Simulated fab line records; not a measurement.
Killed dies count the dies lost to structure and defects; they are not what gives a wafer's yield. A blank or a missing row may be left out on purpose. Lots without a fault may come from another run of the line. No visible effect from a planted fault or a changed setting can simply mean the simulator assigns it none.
Chamber matching ; flow n5Finfet ; N5_BEOL_M1_PECVD_72 on pecvd-03: 3 sister chambers
The step deposits SiO2 from TEOS/O2, target thk 16 nm, time 18 s. 3 wafers are shown with their chamber, then 8 later ones without.

WAFERS, EACH WITH ITS CHAMBER
wafer;chamber;showerheadPlenumPTorr (Torr)
L084.1;2;8.81
L085.3;1;8.66
L088.1;0;8.85

WAFERS WITHOUT THEIR CHAMBER
wafer;showerheadPlenumPTorr (Torr)
L088.3;8.67
L088.6;8.85
L090.2;8.66
L090.4;8.65
L090.6;8.66
L091.2;8.85
L091.4;8.80
L091.5;8.85

CHAMBER TAKEN BY EACH
wafer;from the rows above;in truth
L088.3;1;1
L088.6;0;0
L090.2;1;1
L090.4;1;1
L090.6;1;1
L091.2;0;0
L091.4;2;2
L091.5;0;0
Placed correctly: 8 of 8. Left unplaced by these rows: 0. Wrongly placed: 0.
How it was worked out, from the rows above alone: a wafer's distance from a chamber is the root of the sum, over the readings, of the square of ((its reading less the chamber's mean) divided by the reading's scatter). If the next closest chamber is less than 2 further off than the closest, the wafer can't be placed; otherwise it belongs to the closest. A chamber's mean is the mean of its shown wafers. The scatter: with one shown wafer a chamber, the root of the mean of the squares of how far each hidden wafer lies from its nearest shown one.
